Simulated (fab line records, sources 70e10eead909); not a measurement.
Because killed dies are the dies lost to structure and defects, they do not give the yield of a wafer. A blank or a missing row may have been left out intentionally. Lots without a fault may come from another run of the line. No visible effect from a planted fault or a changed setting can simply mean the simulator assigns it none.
fab line records	flow nand_harc	part 1 of 2: steps 1 to 3 of 6
record: lots: 22	wafers: 66	last_day: 34
route steps=1302 shown P_M2@336 P_BONDPAD@372 A_CHANNEL_HOLE_D1@475 A_CHANNEL_FILL_D1@513 A_CHANNEL_HOLE_D2@593
lots untouched by any fault: they come from a run of this same line in which no faults occurred
start_h: the number of hours between the record's first day and the start of the first shown wafer of the lot	wait_h: hours elapsed since this lot's preceding step	" as in the row above	L1.1+2: a single row standing in for several wafers	- value missing, or start not given	* or withheld: withheld	< > ~ a bound
route shown NAME@n: names a module that has steps shown in the file, with the first one's number in the route	usual: mean and standard deviation over wafers with no fault	same: alike in all rows	chamber/n: place in a boat	sites: readings site by site	_std_site: standard deviation across them	_edge_site: inner sites' mean taken away from outer sites' mean	radius_mm: for every site, how far away it sits from the centre of the wafer	mask NAME#n: copy n	behind: tool/chamber where the wafer was last shaped	hold: why the lot went on hold/how many hours it stayed there/how the hold came to an end	device: which transistor (n, p or np) failed to switch	end of line: the tests these same wafers got at the end of their route	a step given without rows: its recipe and nothing more	killed: not the wafer's yield, but the dies lost to structure and defects at the first sort	map: a wafer's dies, marking killed ones x, the rest . and places with no die _
set.NAME: the run value of the setting; set.NAME@STEP: its run value at that earlier step	model.NAME: the simulator's own value behind a step, which no gauge read
steps of the route over a sample of lots; a table a step, a row a wafer
services: the hour from which a tool's chamber was out of use, counted from the record's first day as start_h (under 0 if before that day), plus the number of hours and why
== steps ==
step: NHARC_P_M2_ETCH_28
recipe: target_depth_a: 300	over_etch_frac: 0.3	time_s: 72.99	ion_energy_ev: 150	cf4_flow_sccm: 50	n2_flow_sccm: 100	ar_flow_sccm: 150	rf_w: 300	bias_w: 100	chemistry: CF4/N2
usual: drypump_motor_current_A: 5.7/0.4	oes_product_au: 1.000/0.0083	rf_vpp_V: 314.2/1.6	showerhead_plenum_p_Torr: 2.63/0.091	throttle_valve_pct: 19.795/0.0089
same: time_s: 72.99
lot.wafer	tool	chamber	start_h	wait_h	drypump_motor_current_A	oes_product_au	rf_hours_counter_h	rf_vpp_V	showerhead_plenum_p_Torr	throttle_valve_pct
L074.3	rie_diel-01	1	-	-	5.5	1.004	4.1	315.6	2.71	19.799
L074.2	"	2	"	"	6.0	1.004	4.0	313.4	2.57	19.803
L074.4	"	3	"	"	5.1	0.985	4.9	312.2	2.53	19.792
L075.1	rie_diel-01	2	-	-	6.0	0.999	4.3	312.1	2.57	19.803
L075.2	"	0	"	"	4.9	1.011	5.3	312.9	2.56	19.817
L075.5	"	1	"	"	5.5	1.004	-	316.3	2.71	19.774
L076.2	rie_diel-06	3	-	-	5.3	1.003	0.8	313.7	2.61	19.803
L076.3	"	2	"	"	6.2	0.985	0.7	310.2	2.48	19.793
L076.5	"	0	"	"	6.1	1.012	-	316.1	2.73	19.807
L077.3	rie_diel-06	0	-	-	6.2	1.005	0.8	315.5	2.72	19.785
L077.4	"	3	"	"	5.3	1.002	0.8	313.9	2.61	19.799
L077.5	"	0	"	"	6.2	0.996	-	316.7	2.72	19.798
L078.4	rie_diel-06	1	-	-	5.9	0.998	1.6	316.0	2.73	19.797
L078.5	"	3	"	"	5.3	1.001	-	315.1	2.61	19.802
L078.6	"	0	"	"	6.2	1.001	-	314.0	2.72	19.797
L079.2	rie_diel-10	0	-	-	6.0	0.982	6.8	317.3	2.82	19.794
L079.1	"	1	"	"	5.5	0.993	7.5	313.6	2.62	19.790
L079.4	"	2	"	"	5.8	1.003	6.9	315.4	2.66	19.804
L080.4	rie_diel-01	1	-	-	5.5	1.004	7.1	315.6	2.71	19.791
L080.3	"	0	"	"	4.9	0.999	8.4	313.6	2.56	19.804
L080.6	"	1	"	"	5.5	1.010	-	315.9	2.71	19.788
L081.2	rie_diel-01	2	-	-	6.0	1.016	7.4	312.1	2.57	19.802
L081.1	"	3	"	"	5.1	0.982	8.7	312.5	2.53	19.781
L081.5	"	1	"	"	5.5	1.007	-	314.2	2.71	19.802
L082.3	rie_diel-06	0	-	-	6.2	0.997	4.1	315.6	2.72	19.788
L082.4	"	1	"	"	5.9	1.001	3.9	317.9	2.72	19.793
L082.2	"	2	"	"	6.2	0.997	4.3	313.6	2.47	19.791
L085.3	rie_diel-06	1	-	-	5.9	1.002	4.9	315.5	2.72	19.789
L085.1	"	3	"	"	5.3	1.006	5.7	313.6	2.61	19.803
L085.6	"	0	"	"	6.1	0.988	-	314.0	2.72	19.799
L086.4	rie_diel-01	2	-	-	6.0	0.992	2.7	312.6	2.57	19.817
L086.5	"	2	"	"	6.0	0.986	-	313.4	2.57	19.799
L086.6	"	3	"	"	5.1	0.997	-	312.3	2.53	19.791
L087.3	rie_diel-06	0	-	-	6.2	1.011	6.1	315.9	2.72	19.811
L087.4	"	1	"	"	5.9	1.005	5.6	315.2	2.72	19.812
L087.2	"	3	"	"	5.3	1.010	6.4	313.2	2.61	19.767
L089.4	rie_diel-10	2	-	-	5.7	1.006	2.0	315.1	2.66	19.791
L089.2	"	1	"	"	5.5	0.994	1.4	313.7	2.61	19.796
L089.5	"	3	"	"	5.6	1.009	-	313.3	2.57	19.795
L088.3	rie_diel-01	2	-	-	6.0	0.994	3.4	313.9	2.57	19.796
L088.2	"	0	"	"	4.9	1.010	2.5	311.2	2.56	19.784
L088.5	"	2	"	"	6.0	1.000	-	313.7	2.57	19.800
L090.4	rie_diel-01	0	-	-	4.9	1.008	3.9	314.2	2.56	19.779
L090.1	"	2	"	"	6.0	0.996	4.5	311.9	2.56	19.782
L090.5	"	1	"	"	5.5	1.005	-	315.5	2.71	19.798
L091.1	rie_diel-01	1	-	-	5.5	0.996	4.3	316.8	2.70	19.783
L091.3	"	3	"	"	5.1	1.004	4.7	312.2	2.53	19.795
L091.5	"	3	"	"	5.1	1.005	-	312.7	2.53	19.799
L092.1	rie_diel-10	1	-	-	5.5	0.992	2.3	315.0	2.61	19.794
L092.3	"	2	"	"	5.8	1.006	3.2	315.6	2.66	19.811
L092.5	"	3	"	"	5.6	1.008	-	314.8	2.57	19.797
L093.3	rie_diel-01	1	-	-	5.5	0.992	5.3	315.8	2.70	19.792
L093.4	"	2	"	"	6.0	0.998	6.0	314.0	2.56	19.813
L093.5	"	0	"	"	4.9	0.990	-	313.3	2.56	19.806
L095.4	rie_diel-10	0	-	-	6.0	0.995	3.2	316.8	2.82	19.801
L095.5	"	3	"	"	5.6	1.010	-	312.3	2.57	19.799
L095.6	"	0	"	"	6.0	0.994	-	317.4	2.82	19.798
L094.4	rie_diel-01	1	-	-	5.5	1.000	7.3	314.6	2.70	19.801
L094.2	"	2	"	"	6.0	1.002	7.6	312.6	2.56	19.796
L094.3	"	3	"	"	5.1	0.988	7.0	311.6	2.53	19.789
L096.3	rie_diel-10	1	-	-	5.5	1.013	3.0	314.6	2.61	19.786
L096.1	"	2	"	"	5.8	1.010	4.7	314.3	2.65	19.786
L096.6	"	1	"	"	5.5	1.004	-	312.9	2.61	19.803
L097.3	rie_diel-06	2	-	-	6.2	0.997	3.0	310.7	2.47	19.774
L097.4	"	3	"	"	5.3	1.009	2.8	315.4	2.61	19.785
L097.5	"	2	"	"	6.2	0.999	-	310.8	2.47	19.804
step: NHARC_P_BONDPAD_ETCH_24
recipe: target_depth_a: 300	over_etch_frac: 0.3	time_s: 72.99	ion_energy_ev: 150	cf4_flow_sccm: 50	n2_flow_sccm: 100	ar_flow_sccm: 150	rf_w: 300	bias_w: 100	chemistry: CF4/N2
usual: drypump_motor_current_A: 5.7/0.48	oes_product_au: 0.997/0.0092	rf_vpp_V: 314.8/2	showerhead_plenum_p_Torr: 2.66/0.11	throttle_valve_pct: 19.794/0.0087
same: time_s: 72.99
lot.wafer	tool	chamber	start_h	wait_h	drypump_motor_current_A	oes_product_au	rf_hours_counter_h	rf_vpp_V	showerhead_plenum_p_Torr	throttle_valve_pct
L074.2	rie_diel-11	0	-	-	5.5	0.992	0.6	312.4	2.61	19.806
L074.3	"	1	"	"	6.3	0.986	0.7	315.5	2.73	19.793
L074.4	"	2	"	"	5.1	1.002	0.7	317.7	2.80	19.801
L075.2	rie_diel-03	3	-	-	6.1	1.001	2.3	312.2	2.48	19.795
L075.1	"	0	"	"	5.4	0.990	1.7	315.0	2.71	19.789
L075.5	"	1	"	"	6.1	0.989	-	315.0	2.70	19.804
L076.2	rie_diel-11	3	-	-	5.8	0.992	1.6	313.0	2.56	19.797
L076.3	"	1	"	"	6.3	0.985	1.7	315.8	2.73	19.783
L076.5	"	2	"	"	5.1	1.000	-	318.4	2.80	19.795
L077.3	rie_diel-08	2	159.48	0.2	6.2	1.000	6.7	316.8	2.78	19.797
L077.4	"	3	"	"	5.0	0.985	-	311.3	2.52	19.799
L077.5	"	0	"	"	5.8	1.003	-	316.7	2.74	19.808
L078.5	rie_diel-08	0	177.51	0.1	5.7	1.004	-	316.0	2.74	19.797
L078.4	"	2	"	"	6.2	0.987	-	317.8	2.78	19.801
L078.6	"	3	"	"	5.0	0.995	-	313.5	2.52	19.791
L079.2	rie_diel-03	2	-	-	4.9	0.982	4.3	315.8	2.69	19.794
L079.4	"	0	"	"	5.4	0.983	3.8	315.5	2.71	19.816
L079.1	"	1	"	"	6.1	0.976	4.3	316.2	2.70	19.795
L080.3	rie_diel-03	2	-	-	4.9	0.998	5.2	315.9	2.69	19.813
L080.4	"	0	"	"	5.4	0.989	4.6	314.6	2.71	19.798
L080.6	"	1	"	"	6.1	0.995	-	315.9	2.70	19.798
L081.2	rie_diel-03	1	-	-	6.1	0.976	5.2	315.3	2.70	19.802
L081.1	"	2	"	"	4.9	0.981	5.3	315.6	2.69	19.788
L081.5	"	1	"	"	6.1	0.975	-	315.2	2.70	19.807
L082.2	rie_diel-08	3	214.09	0.2	5.0	0.990	1.0	311.9	2.52	19.786
L082.3	"	3	"	"	5.0	0.998	-	311.1	2.52	19.795
L082.4	"	0	"	"	5.8	1.012	-	316.5	2.74	19.795
L085.1	rie_diel-11	1	-	-	6.3	1.005	4.1	315.6	2.72	19.793
L085.3	"	3	"	"	5.8	0.999	3.7	313.8	2.56	19.809
L085.6	"	0	"	"	5.5	0.989	-	312.7	2.61	19.801
L086.4	rie_diel-08	3	-	-	5.0	0.996	4.0	312.6	2.52	19.794
L086.6	"	1	"	"	6.1	1.003	-	313.2	2.52	19.798
L086.5	"	2	"	"	6.2	0.991	-	316.9	2.78	19.789
L087.4	rie_diel-08	0	259.99	0.1	5.7	1.014	4.3	316.6	2.73	19.807
L087.2	"	1	"	"	6.1	1.005	1.3	312.2	2.52	19.800
L087.3	"	3	"	"	5.0	0.987	4.1	314.3	2.52	19.802
L089.2	rie_diel-08	3	-	-	5.0	0.998	4.4	312.7	2.52	19.771
L089.4	"	1	"	"	6.1	0.988	2.6	312.7	2.52	19.805
L089.5	"	3	"	"	5.0	0.990	-	313.9	2.52	19.781
L088.2	rie_diel-08	2	-	-	6.2	1.005	3.6	316.8	2.78	19.785
L088.3	"	3	"	"	5.0	0.991	4.5	311.2	2.52	19.808
L088.5	"	3	"	"	5.0	0.990	-	311.4	2.52	19.800
L090.1	rie_diel-08	3	301.05	0.1	5.0	0.996	6.0	313.3	2.52	19.784
L090.5	"	3	"	"	5.0	0.997	-	311.3	2.52	19.795
L090.4	"	2	"	"	6.2	0.989	-	315.5	2.78	19.794
L091.1	rie_diel-08	0	-	-	5.8	1.009	7.4	316.9	2.73	19.806
L091.3	"	2	"	"	6.2	1.008	5.2	317.7	2.78	19.795
L091.5	"	3	"	"	5.0	1.008	-	312.4	2.52	19.785
L092.1	rie_diel-03	2	-	-	5.0	0.983	2.1	315.2	2.69	19.793
L092.3	"	1	"	"	6.1	1.016	2.1	314.9	2.70	19.781
L092.5	"	3	"	"	6.1	1.008	-	311.6	2.48	19.800
L093.3	rie_diel-11	3	-	-	5.8	0.996	2.1	313.8	2.56	19.798
L093.4	"	0	"	"	5.5	0.985	2.2	313.7	2.60	19.779
L093.5	"	2	"	"	5.1	1.007	-	318.1	2.80	19.808
L095.4	rie_diel-11	0	-	-	5.5	0.992	2.7	313.7	2.60	19.783
L095.5	"	1	"	"	6.3	1.002	-	315.8	2.72	19.799
L095.6	"	2	"	"	5.1	1.014	-	317.6	2.80	19.789
L094.4	rie_diel-11	2	-	-	5.1	1.001	3.0	316.7	2.80	19.789
L094.2	"	3	"	"	5.8	0.992	2.5	312.2	2.56	19.800
L094.3	"	1	"	"	6.3	1.000	3.2	316.6	2.72	19.784
L096.3	rie_diel-08	3	-	-	5.0	0.987	8.5	311.2	2.52	19.807
L096.1	"	0	"	"	5.8	1.010	9.5	316.0	2.73	19.783
L096.6	"	1	"	"	6.1	1.010	-	312.3	2.52	19.811
L097.4	rie_diel-11	2	-	-	5.1	1.003	3.9	316.5	2.80	19.795
L097.3	"	3	"	"	5.8	1.003	3.4	312.6	2.56	19.798
L097.5	"	2	"	"	5.1	0.997	-	317.8	2.80	19.778
step: NHARC_A_CHANNEL_HOLE_D1_ETCH_23
recipe: bias_v: 5000	source_w: withheld	pressure_mtorr: 20	time_s: 819	ar_flow_sccm: 375	c4f8_flow_sccm: 89.3	o2_flow_sccm: 35.7	temp_c: -20	target_depth_a: 16000	chemistry: C4F8/O2/Ar
usual: drypump_motor_current_A: 6.1/0.36	he_backside_leak_sccm: 6.3/0.93	showerhead_plenum_p_Torr: 3.67/0.06	throttle_valve_pct: 32.154/0.0089
same: time_s: 819
lot.wafer	tool	chamber	start_h	wait_h	drypump_motor_current_A	he_backside_leak_sccm	rf_hours_counter_h	showerhead_plenum_p_Torr	throttle_valve_pct
L074.2	har_etch-01	0	181.74	0.5	5.7	5.9	89	3.73	32.142
L074.4	"	0	"	"	5.7	5.9	-	3.73	32.156
L074.3	"	1	"	"	6.1	5.0	-	3.62	32.158
L075.2	har_etch-02	0	189.51	0.5	6.6	6.8	292	3.77	32.141
L075.1	"	1	"	"	5.8	6.5	292	3.68	32.172
L075.5	"	1	"	"	5.8	5.8	-	3.68	32.141
L076.2	har_etch-02	1	211.23	0.5	5.8	6.5	303	3.67	32.163
L076.3	"	0	"	"	6.6	7.0	-	3.76	32.155
L076.5	"	0	"	"	6.6	7.0	-	3.76	32.142
L077.4	har_etch-01	0	213.25	0.5	5.7	6.0	-	3.73	32.149
L077.3	"	1	"	"	6.1	5.0	-	3.62	32.146
L077.5	"	0	"	"	5.7	6.1	-	3.73	32.156
L079.2	har_etch-01	0	225.14	0.5	5.7	6.1	116	3.72	32.159
L079.1	"	1	"	"	6.2	9.5	116	3.61	32.155
L079.4	"	0	"	"	5.7	6.4	-	3.72	32.148
L078.4	har_etch-02	1	230.69	0.5	5.8	5.9	-	3.67	32.161
L078.6	"	1	"	"	5.8	6.2	-	3.67	32.161
L078.5	"	0	"	"	6.6	7.0	-	3.75	32.152
L081.1	har_etch-01	1	243.54	0.5	6.1	5.1	124	3.60	32.140
L081.2	"	0	"	"	5.7	6.3	124	3.71	32.164
L081.5	"	1	"	"	6.1	5.3	-	3.60	32.160
L080.4	har_etch-02	0	243.94	0.5	6.6	6.9	-	3.75	32.157
L080.3	"	1	"	"	5.8	6.3	-	3.66	32.155
L080.6	"	1	"	"	5.8	6.3	-	3.66	32.159
L082.2	har_etch-01	0	263.52	0.5	5.7	6.1	131	3.71	32.148
L082.3	"	1	"	"	6.2	5.2	-	3.60	32.158
L082.4	"	0	"	"	5.7	6.3	-	3.71	32.155
L085.1	har_etch-02	0	291.12	0.5	6.7	7.1	353	3.74	32.162
L085.3	"	0	"	"	6.6	7.0	-	3.74	32.152
L085.6	"	0	"	"	6.6	7.1	-	3.74	32.157
L086.4	har_etch-01	0	304.61	0.5	5.7	6.5	-	3.70	32.156
L086.5	"	1	"	"	6.1	5.3	-	3.59	32.167
L086.6	"	0	"	"	5.7	6.3	-	3.70	32.153
L087.2	har_etch-02	0	307.12	0.5	6.6	7.4	364	3.73	32.151
L087.3	"	0	"	"	6.7	7.3	-	3.73	32.157
L087.4	"	1	"	"	5.8	6.5	-	3.64	32.139
L088.2	har_etch-02	1	326.18	0.5	5.8	7.3	372	3.64	32.153
L088.3	"	0	"	"	6.6	7.1	-	3.72	32.161
L088.5	"	1	"	"	5.8	7.4	-	3.64	32.144
L089.2	har_etch-02	0	330.48	0.5	6.6	7.4	376	3.72	32.154
L089.4	"	0	"	"	6.6	12.7	-	3.72	32.146
L089.5	"	1	"	"	5.8	6.8	-	3.63	32.183
L090.1	har_etch-01	0	352.00	0.5	5.7	6.1	177	3.69	32.154
L090.4	"	1	"	"	6.2	5.6	-	3.58	32.163
L090.5	"	0	"	"	5.7	6.6	-	3.69	32.147
L092.1	har_etch-02	0	355.89	0.9	6.6	7.3	400	3.71	32.166
L092.3	"	0	"	"	6.7	7.6	-	3.71	32.146
L092.5	"	0	"	"	6.7	7.4	-	3.71	32.147
L091.1	har_etch-01	1	356.26	0.5	6.1	5.6	181	3.57	32.155
L091.3	"	1	"	"	6.1	5.8	-	3.57	32.171
L091.5	"	0	"	"	5.7	6.5	-	3.68	32.157
L093.4	har_etch-01	0	368.58	0.5	5.7	6.4	-	3.68	32.144
L093.3	"	1	"	"	6.2	5.3	-	3.57	32.147
L093.5	"	0	"	"	5.7	6.2	-	3.68	32.175
L095.4	har_etch-01	1	391.42	0.5	6.1	5.6	-	3.56	32.153
L095.5	"	0	"	"	5.7	6.8	-	3.67	32.165
L095.6	"	1	"	"	6.1	5.3	-	3.56	32.148
L094.2	har_etch-01	1	395.22	0.5	6.1	5.3	212	3.56	32.144
L094.3	"	1	"	"	6.2	5.5	-	3.56	32.155
L094.4	"	0	"	"	5.8	6.5	-	3.67	32.168
L096.1	har_etch-02	1	400.43	0.5	5.8	5.8	5	3.62	32.153
L096.3	"	0	"	"	6.6	5.8	-	3.70	32.130
L096.6	"	0	"	"	6.6	5.8	-	3.70	32.153
L097.4	har_etch-01	1	421.85	0.5	6.1	5.7	-	3.55	32.163
L097.3	"	0	"	"	5.8	6.7	-	3.66	32.164
L097.5	"	1	"	"	6.2	5.5	-	3.55	32.154
